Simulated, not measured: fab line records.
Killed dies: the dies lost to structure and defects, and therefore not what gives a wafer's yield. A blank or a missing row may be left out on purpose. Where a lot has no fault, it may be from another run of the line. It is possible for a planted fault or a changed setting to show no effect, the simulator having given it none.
Matching of chambers -- flow nand harc -- 4 sister chambers for NHARC_A_WL_FILL_ALD_00 on ald hk-02
The step deposits Al2O3, target thk 3 nm, pulse time 3 s, ald cycles 30. 8 wafers are shown with their chamber, then 10 later ones without.

WAFERS WITH THEIR CHAMBER
wafer,chamber,heater power w (W),precursor pulse height rel
L084.1,1,447,1.018
L088.5,1,450,0.983
L088.6,0,526,1.014
L090.1,3,525,1.004
L090.2,2,515,0.997
L090.3,0,539,1.029
L092.1,3,520,0.986
L092.3,2,519,0.983

WAFERS WHOSE CHAMBER IS MISSING
wafer,heater power w (W),precursor pulse height rel
L092.5,528,0.995
L094.1,516,0.982
L094.4,460,1.014
L094.5,510,0.999
L095.1,507,1.005
L095.4,442,0.992
L095.5,526,0.995
L097.1,534,1.030
L097.3,505,1.018
L097.4,452,1.014

EACH ONE'S CHAMBER
wafer,from the rows above,in truth
L092.5,can't be placed: 3 or 0 or 2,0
L094.1,can't be placed: 2 or 3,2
L094.4,1,1
L094.5,can't be placed: 2 or 3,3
L095.1,can't be placed: 2 or 3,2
L095.4,1,1
L095.5,can't be placed: 3 or 2 or 0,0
L097.1,0,0
L097.3,can't be placed: 2 or 3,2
L097.4,1,1
Correct placement for 4 of the 10. Unplaceable from these rows: 6, with the true chamber sitting among the candidates in 6. 0 placed wrongly.
How it was worked out, from the rows above alone: a wafer's distance from a chamber is the root of the sum, over the readings, of the square of ((its reading less the chamber's mean) divided by the reading's scatter). If the next closest chamber is less than 2 further off than the closest, the wafer can't be placed; otherwise it belongs to the closest. A chamber's mean is the mean of its shown wafers. The scatter: the root of (the sum of the squares of (reading less its chamber's mean) over the shown wafers, divided by (wafers less chambers)).
